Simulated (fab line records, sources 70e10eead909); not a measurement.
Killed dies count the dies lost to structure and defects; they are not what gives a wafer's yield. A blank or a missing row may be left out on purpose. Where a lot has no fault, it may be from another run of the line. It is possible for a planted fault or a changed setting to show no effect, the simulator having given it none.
Chamber matching    flow nand_harc    3 sister chambers for NHARC_P_CONTACT_ALD_22 on ald_metal-02
The step deposits TiN, target thk 3 nm, pulse time 1 s, ald cycles 150. 14 wafers are shown with their chamber, then 5 later ones without.

WAFERS, EACH WITH ITS CHAMBER
wafer   chamber  heater_power_w (W)  precursor_pulse_height_rel
L682.1  2        1174                0.988
L682.2  3        1218                1.005
L682.5  2        1137                0.997
L684.3  2        1159                0.992
L684.4  3        1246                0.993
L684.6  2        1119                1.019
L692.2  3        1226                1.015
L692.3  0        1024                0.965
L692.4  2        1158                0.989
L693.1  2        1139                1.003
L693.2  3        1251                0.993
L693.4  0        1001                1.022
L695.1  0        999                 0.991
L695.5  2        1141                1.025

SIGNATURES (averages over the wafers above)
reading                     chamber 0  chamber 2  chamber 3  scatter within a chamber
heater_power_w              1008.00    1146.71    1235.25    16.8
precursor_pulse_height_rel  0.99267    1.00186    1.00150    0.0173
Rule: for each reading, subtract the chamber's mean from the wafer's reading, divide by that reading's scatter and square the result; add these up over the readings and take the root, which gives the wafer's distance from the chamber. The wafer belongs to the nearest chamber; if the next one is less than 2 further off, it can't be placed. The scatter is the square root of a quotient: the sum, over the shown wafers, of each reading's squared deviation from its chamber's mean, divided by wafers minus chambers.

WAFERS WITHOUT THEIR CHAMBER
wafer   heater_power_w (W)  precursor_pulse_height_rel
L698.1  1195                0.978
L698.2  968                 1.008
L698.5  1164                0.984
L699.2  1159                0.981
L699.5  1158                0.972

WHICH CHAMBER EACH WENT THROUGH
wafer    from the rows above       in truth
L698.1   can't be placed: 3 or 2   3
L698.2   0                         0
L698.5   2                         2
L699.2   2                         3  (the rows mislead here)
L699.5   2                         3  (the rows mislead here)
Correctly placed: 2 of 5. Can't be placed from these rows: 1 (the true chamber is among the candidates in 1). Number placed wrongly: 2.
